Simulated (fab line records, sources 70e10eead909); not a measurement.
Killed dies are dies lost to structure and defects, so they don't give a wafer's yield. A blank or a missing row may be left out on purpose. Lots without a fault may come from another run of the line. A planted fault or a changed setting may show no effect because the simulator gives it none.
Which tool did it? | flow nand_harc | 6 lots, 18 wafers sampled, at 3 steps of a route of 1302

WHAT THE GAUGES READ, wafer by wafer
NHARC_P_ZERO_WELL_CD_MEAS_37: target cd 720 nm.
lot  | measured     | on        | cd_nm (nm)
L250 | day 2 09:58  | cd_sem-03 | 721.1 721.3 721.1
L252 | day 3 06:10  | cd_sem-02 | 719.7 720.3 719.7
L254 | day 4 02:04  | cd_sem-02 | 717.7 717.5 720.7
L257 | day 5 08:19  | cd_sem-01 | 720.7 720.8 721.4
L266 | day 9 02:22  | cd_sem-01 | 721.2 720.9 719.2
L272 | day 11 14:29 | cd_sem-02 | 720.9 722.3 721.7

WHICH TOOL RAN EACH LOT (tool, then ch and the chambers of the sampled wafers, then the start)
lot  | NHARC_P_ZERO_WELL_ETCH_63        | NHARC_P_ZERO_WELL_EXPOSE_34
L250 | rie_si-04 ch 1,2, day 2 07:32    | krf_scanner-03 ch 0, day 2 09:49
L252 | rie_si-01 ch 2,3, day 3 03:41    | krf_scanner-01 ch 0, day 3 06:01
L254 | rie_si-02 ch 0,1,3, day 3 23:40  | krf_scanner-03 ch 0, day 4 01:55
L257 | rie_si-01 ch 0,2,3, day 5 05:41  | krf_scanner-02 ch 0, day 5 08:10
L266 | rie_si-04 ch 1,2,3, day 8 23:44  | krf_scanner-02 ch 0, day 9 02:13
L272 | rie_si-01 ch 0,1,3, day 11 12:04 | krf_scanner-01 ch 0, day 11 14:20
- NHARC_P_ZERO_WELL_ETCH_63: etches the open film in HBr/Cl2, target depth 120 nm, time 40.1 s.
- NHARC_P_ZERO_WELL_EXPOSE_34: exposes mask P PWELL, target cd 720 nm.

THE ANSWER, worked out from the rows above alone
Rule: what is usual is taken from the lots themselves. Put in order of their means at a reading, lots are off if they are a third of the lots or fewer, leave a main group of 4 or more, and stand apart from it by a gap of 3 or more times the standard deviation of the main group's means; of several such gaps the widest counts. A main group whose means are all the same, to the digits that the tables above print for the reading, isn't used. A lot without any number at a reading at which 4 lots or more have one is off too. The other lots that the step has rows for count as sound.
No lot is off at any reading shown: from this, nothing can be told.

WHAT THE SIMULATOR HAD PUT IN
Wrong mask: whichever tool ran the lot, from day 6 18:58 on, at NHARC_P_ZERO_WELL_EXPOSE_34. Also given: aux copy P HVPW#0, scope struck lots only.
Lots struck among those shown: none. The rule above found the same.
